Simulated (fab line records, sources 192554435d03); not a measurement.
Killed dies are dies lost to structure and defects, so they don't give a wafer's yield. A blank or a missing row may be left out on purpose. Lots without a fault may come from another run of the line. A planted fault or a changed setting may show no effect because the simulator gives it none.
Split-lot experiment | flow n5_finfet | 7 lots, 21 wafers read, on a route of 1938 steps

THE SPLIT
At N5_HKMG_FIN_COAT_43 (resist thk 90 nm), the setting spin_rpm was moved away from the recipe's 1500 rpm on 6 of the 21 wafers read, by -8.1% to +10.9%. The other wafers ran this setting at the recipe's value.

FROM THE SPLIT TO THE READING: what the file shows between them, 2 steps
- N5_HKMG_FIN_EBR_45
- N5_HKMG_FIN_SOFTBAKE_44: time 60 s

THE READING
CAR-ArF_of_HKMG_FIN_COAT_43.thk_nm (the simulator's own value, which no gauge read), in nm, at N5_HKMG_FIN_DESCUM_53 (chemistry O2, time 7.9 s). The file gives no usual value for it. The 15 wafers here that ran the recipe average 83.3 nm, standard deviation 0.23 nm.

wafer  | tool, chamber at the split | spin_rpm as run, rpm | against the recipe | CAR-ArF_of_HKMG_FIN_COAT_43.thk_nm, nm | against lot-mates on the recipe
L074.2 | litho_track-05, 0          | 1500                 | recipe             | 83.4                                   | -
L074.3 | litho_track-05, 0          | 1396                 | -6.9%              | 87.2                                   | +3.8
L074.4 | litho_track-05, 0          | 1396                 | -6.9%              | 87.2                                   | +3.8
L076.1 | litho_track-04, 0          | 1617                 | +7.8%              | 79.8                                   | -3.2
L076.3 | litho_track-04, 0          | 1500                 | recipe             | 83                                     | -
L076.6 | litho_track-04, 0          | 1617                 | +7.8%              | 79.4                                   | -3.6
L082.1 | litho_track-02, 0          | 1500                 | recipe             | 83                                     | -
L082.4 | litho_track-02, 0          | 1500                 | recipe             | 83.4                                   | -
L082.5 | litho_track-02, 0          | 1500                 | recipe             | 82.8                                   | -
L086.2 | litho_track-04, 0          | 1663                 | +10.9%             | 79                                     | -4.6
L086.5 | litho_track-04, 0          | 1500                 | recipe             | 83.6                                   | -
L086.6 | litho_track-04, 0          | 1500                 | recipe             | 83.6                                   | -
L094.2 | litho_track-05, 0          | 1500                 | recipe             | 83.4                                   | -
L094.3 | litho_track-05, 0          | 1500                 | recipe             | 83.4                                   | -
L094.4 | litho_track-05, 0          | 1500                 | recipe             | 83.4                                   | -
L095.2 | litho_track-02, 0          | 1500                 | recipe             | 83.2                                   | -
L095.5 | litho_track-02, 0          | 1500                 | recipe             | 83.2                                   | -
L095.4 | litho_track-02, 0          | 1500                 | recipe             | 83                                     | -
L097.1 | litho_track-02, 0          | 1500                 | recipe             | 83.4                                   | -
L097.3 | litho_track-02, 0          | 1500                 | recipe             | 83.2                                   | -
L097.6 | litho_track-02, 0          | 1378                 | -8.1%              | 87                                     | +3.7

THE FIT
A straight line over all 21 wafers: CAR-ArF_of_HKMG_FIN_COAT_43.thk_nm changes by -0.47 nm for each +1% of spin_rpm; r = -0.99; the points scatter about the line by 0.35 nm.
The same after taking each lot's own level away (the mean of its wafers on the recipe; 21 wafers): -0.463 nm for each +1%; r = -0.99; scatter 0.24 nm.
On that fit, the largest move of spin_rpm shifts the reading by 5 nm.
The lots' own levels span 83.00 to 83.60 nm, that is 2.6 times the standard deviation above.
So the lot-to-lot level changes the slope little: the two slopes agree.
Check: with one of the wafers moved furthest among these (+10.9%) left out of the fit, the line predicts -5.11 nm for it against its lot-mates. It came out at -4.6 nm against them.

OTHER SPLITS ON THESE WAFERS
These wafers also went through other splits before the reading. Each is held against what the fit with the lots' levels taken away leaves over:
other split on the same wafers   | wafers away from the commonest value | r with CAR-ArF_of_HKMG_FIN_COAT_43.thk_nm (lot level and that fit taken away)
N5_HKMG_FIN_HK_ALD_01 ald_cycles | 7                                    | +0.24

THE WHOLE CHAIN: every reading that the file lists as answering this split, in the file's order
step                  | what it does             | reading                                                                             | change (the file's fit)               | r (the file's)
N5_HKMG_FIN_COAT_43   | resist thk 90 nm         | CAR-ArF_of_HKMG_FIN_COAT_43.thk_nm (the simulator's own value, which no gauge read) | -0.444 nm for each +1% of the setting | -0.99
N5_HKMG_FIN_DESCUM_53 | chemistry O2, time 7.9 s | CAR-ArF_of_HKMG_FIN_COAT_43.thk_nm (the simulator's own value, which no gauge read) | -0.454 nm for each +1% of the setting | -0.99

THE FILE'S OWN FIT
CAR-ArF_of_HKMG_FIN_COAT_43.thk_nm changes by -0.454 nm for each +1% of spin_rpm, r = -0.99.
